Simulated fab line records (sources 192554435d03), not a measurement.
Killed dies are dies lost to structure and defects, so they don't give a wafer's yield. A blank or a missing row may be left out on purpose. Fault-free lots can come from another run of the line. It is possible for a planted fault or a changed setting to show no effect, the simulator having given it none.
Split-lot study -- flow n5-finfet -- 7 lots, 21 wafers read, on a route of 1938 steps

THE SPLIT
At N5_FIN_SAQP_ALD_61 (deposits SiO2, target thk 4 nm, pulse time 1 s, purge time 2 s), the setting ald-cycles was moved away from the recipe's 43 on 7 of the 21 wafers read, by -14.0% to -7.0%. The other wafers ran this setting at the recipe's value.

Reading taken at the split's own step.

THE READING
SiO2_of_FIN_SAQP_ALD_61.thk-nm (the simulator's own value, which no gauge read), in nm, at N5_FIN_SAQP_ALD_61 (deposits SiO2, target thk 4 nm, pulse time 1 s, purge time 2 s). The file gives no usual value for it. Here, 14 wafers ran the recipe; their average is 3.991 nm with a standard deviation of 0.021 nm.

wafer,"tool, chamber at the split",ald-cycles as run,against the recipe,"SiO2_of_FIN_SAQP_ALD_61.thk-nm, nm",against lot-mates on the recipe
L074.3,"ald-sin-04, 3",43,recipe,4.03,-
L074.5,"ald-sin-04, 0",39,-9.3%,3.64,-0.390
L074.6,"ald-sin-04, 1",39,-9.3%,3.658,-0.372
L081.1,"ald-sin-04, 0",43,recipe,3.994,-
L081.2,"ald-sin-04, 2",43,recipe,3.974,-
L081.6,"ald-sin-04, 3",40,-7.0%,3.762,-0.222
L082.2,"ald-sin-03, 3",43,recipe,4.006,-
L082.3,"ald-sin-03, 2",43,recipe,4.007,-
L082.4,"ald-sin-03, 0",43,recipe,3.995,-
L089.2,"ald-sin-01, 3",43,recipe,3.976,-
L089.4,"ald-sin-01, 1",43,recipe,4.019,-
L089.6,"ald-sin-01, 0",43,recipe,3.996,-
L092.1,"ald-sin-03, 3",43,recipe,3.963,-
L092.3,"ald-sin-03, 1",37,-14.0%,3.455,-0.508
L092.5,"ald-sin-03, 3",37,-14.0%,3.408,-0.555
L093.2,"ald-sin-01, 1",37,-14.0%,3.437,-0.556
L093.4,"ald-sin-01, 0",37,-14.0%,3.444,-0.549
L093.6,"ald-sin-01, 0",43,recipe,3.993,-
L096.1,"ald-sin-03, 3",43,recipe,3.993,-
L096.5,"ald-sin-03, 0",43,recipe,3.947,-
L096.6,"ald-sin-03, 3",43,recipe,3.981,-

FIT RESULTS
A straight line over all 21 wafers: SiO2_of_FIN_SAQP_ALD_61.thk-nm changes by +0.0391 nm for each +1% of ald-cycles; r = +0.99; the points scatter about the line by 0.024 nm.
The same after taking each lot's own level away (the mean of its wafers on the recipe; 21 wafers): +0.0389 nm for each +1%; r = +1.00; scatter 0.02 nm.
Per that fit: largest ald-cycles move, reading shift of 0.54 nm.
The lots' own levels span 3.9630 to 4.0300 nm, that is 3.2 times the standard deviation above.
The two slopes agree, so the slope changes little with the lot-to-lot level.
Check: with one of the wafers moved furthest among these (-14.0%) left out of the fit, the line predicts -0.551 nm for it against its lot-mates. It came out at -0.508 nm against them.

OTHER SPLITS APPLIED TO THESE WAFERS
Other splits were also applied to these wafers ahead of the reading. Each is held against what the fit with the lots' levels taken away leaves over:
other split on the same wafers,wafers away from the commonest value,r with SiO2_of_FIN_SAQP_ALD_61.thk-nm (lot level and that fit taken away)
N5_ZERO_LAYER_PECVD_02 time-s,7,-0.12
N5_ZERO_LAYER_PEB_09 peb-time-s,as run: not given for these wafers,-

FILE'S OWN FIT
SiO2_of_FIN_SAQP_ALD_61.thk-nm changes by +0.0385 nm for each +1% of ald-cycles, r = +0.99.
